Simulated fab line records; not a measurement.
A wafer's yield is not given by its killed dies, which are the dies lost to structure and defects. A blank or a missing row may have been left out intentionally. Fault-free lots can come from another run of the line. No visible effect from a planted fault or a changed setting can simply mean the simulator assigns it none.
Matching of chambers || flow n5_finfet || N5_FIN_SAQP_SPACER1_ETCHBACK_25 on rie_diel-06 has 4 sister chambers
The step etches SiO2 in CHF3/O2, target depth 24.4 nm, time 12.2 s. 4 wafers are shown with their chamber, then 7 later ones without.

WAFERS PAIRED WITH THEIR CHAMBERS
{"wafer": "L144.5", "chamber": 3, "showerhead_plenum_p_Torr (Torr)": 2.29}
{"wafer": "L158.5", "chamber": 2, "showerhead_plenum_p_Torr (Torr)": 2.47}
{"wafer": "L160.2", "chamber": 0, "showerhead_plenum_p_Torr (Torr)": 2.45}
{"wafer": "L160.4", "chamber": 1, "showerhead_plenum_p_Torr (Torr)": 2.56}

WAFERS WHOSE CHAMBER IS MISSING
{"wafer": "L160.5", "showerhead_plenum_p_Torr (Torr)": 2.58}
{"wafer": "L161.3", "showerhead_plenum_p_Torr (Torr)": 2.45}
{"wafer": "L161.4", "showerhead_plenum_p_Torr (Torr)": 2.58}
{"wafer": "L161.5", "showerhead_plenum_p_Torr (Torr)": 2.45}
{"wafer": "L162.1", "showerhead_plenum_p_Torr (Torr)": 2.45}
{"wafer": "L162.3", "showerhead_plenum_p_Torr (Torr)": 2.56}
{"wafer": "L162.4", "showerhead_plenum_p_Torr (Torr)": 2.46}

WHICH CHAMBER EACH WENT THROUGH
{"wafer": "L160.5", "from the rows above": 1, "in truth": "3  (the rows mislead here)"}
{"wafer": "L161.3", "from the rows above": "can't be placed: 0 or 2", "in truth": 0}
{"wafer": "L161.4", "from the rows above": 1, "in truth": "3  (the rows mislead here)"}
{"wafer": "L161.5", "from the rows above": "can't be placed: 0 or 2", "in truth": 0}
{"wafer": "L162.1", "from the rows above": "can't be placed: 0 or 2", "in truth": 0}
{"wafer": "L162.3", "from the rows above": 1, "in truth": 1}
{"wafer": "L162.4", "from the rows above": "can't be placed: 0 or 2", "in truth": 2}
Correctly placed: 1 of 7. Cannot be placed on the basis of these rows: 4; the candidates contain the true chamber in 4. Number placed wrongly: 2.
How it was worked out, from the rows above alone: a wafer's distance from a chamber is the root of the sum, over the readings, of the square of ((its reading less the chamber's mean) divided by the reading's scatter). The wafer belongs to the nearest chamber; if the next one is less than 2 further off, it can't be placed. For every chamber, the mean is computed from those of its wafers that are shown. The scatter: with one shown wafer a chamber, the root of the mean of the squares of how far each hidden wafer lies from its nearest shown one.
